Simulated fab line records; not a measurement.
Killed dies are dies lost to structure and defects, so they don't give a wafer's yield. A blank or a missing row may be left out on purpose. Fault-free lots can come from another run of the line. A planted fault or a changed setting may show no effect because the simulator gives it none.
Chamber matching | flow n5Finfet | N5_SD_EPI_N_LINER_46 on aldSin-04 has 4 sister chambers
The step material SiNx, target thk 3 nm. 22 wafers are shown with their chamber, then 11 later ones without.

== WAFERS PAIRED WITH THEIR CHAMBERS ==
wafer  | chamber | heaterPowerW (W)
L076.1 | 1       | 817
L076.3 | 0       | 810
L076.4 | 2       | 856
L077.2 | 2       | 864
L077.3 | 0       | 806
L077.6 | 1       | 801
L080.1 | 1       | 781
L080.2 | 0       | 790
L080.6 | 1       | 812
L081.3 | 2       | 875
L081.4 | 0       | 815
L081.5 | 1       | 782
L083.4 | 2       | 871
L083.5 | 2       | 862
L083.6 | 1       | 821
L085.1 | 3       | 723
L085.3 | 1       | 827
L085.6 | 1       | 811
L088.1 | 1       | 825
L088.5 | 2       | 852
L088.6 | 1       | 814
L090.2 | 0       | 796

SIGNATURES (means of the wafers above)
reading      | chamber 0 | chamber 1 | chamber 2 | chamber 3 | scatter within a chamber
heaterPowerW | 803.40    | 809.10    | 863.33    | 723.00    | 13.3
Rule: a wafer lies at a distance from a chamber equal to the root of the sum of squares, over the readings, of (its reading less the chamber's mean, divided by the reading's scatter). If the next closest chamber is less than 2 further off than the closest, the wafer can't be placed; otherwise it belongs to the closest. The scatter is the square root of a quotient: the sum, over the shown wafers, of each reading's squared deviation from its chamber's mean, divided by wafers minus chambers.

== WAFERS MISSING THEIR CHAMBER ==
wafer  | heaterPowerW (W)
L090.5 | 866
L090.6 | 712
L093.1 | 820
L093.2 | 888
L093.3 | 717
L093.4 | 800
L093.5 | 716
L093.6 | 893
L095.4 | 826
L095.5 | 858
L095.6 | 710

== WHICH CHAMBER EACH ONE RAN IN ==
wafer  | from the rows above          | in truth
L090.5 | 2                            | 2
L090.6 | 3                            | 3
L093.1 | can't be placed: 1 or 0      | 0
L093.2 | 2                            | 2
L093.3 | 3                            | 3
L093.4 | can't be placed: 0 or 1      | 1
L093.5 | 3                            | 3
L093.6 | 2                            | 2
L095.4 | can't be placed: 1 or 0 or 2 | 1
L095.5 | 2                            | 2
L095.6 | 3                            | 3
8 of 11 placed correctly. These rows do not allow placing 3 (true chamber among the candidates in 3). Placed wrongly: 0.
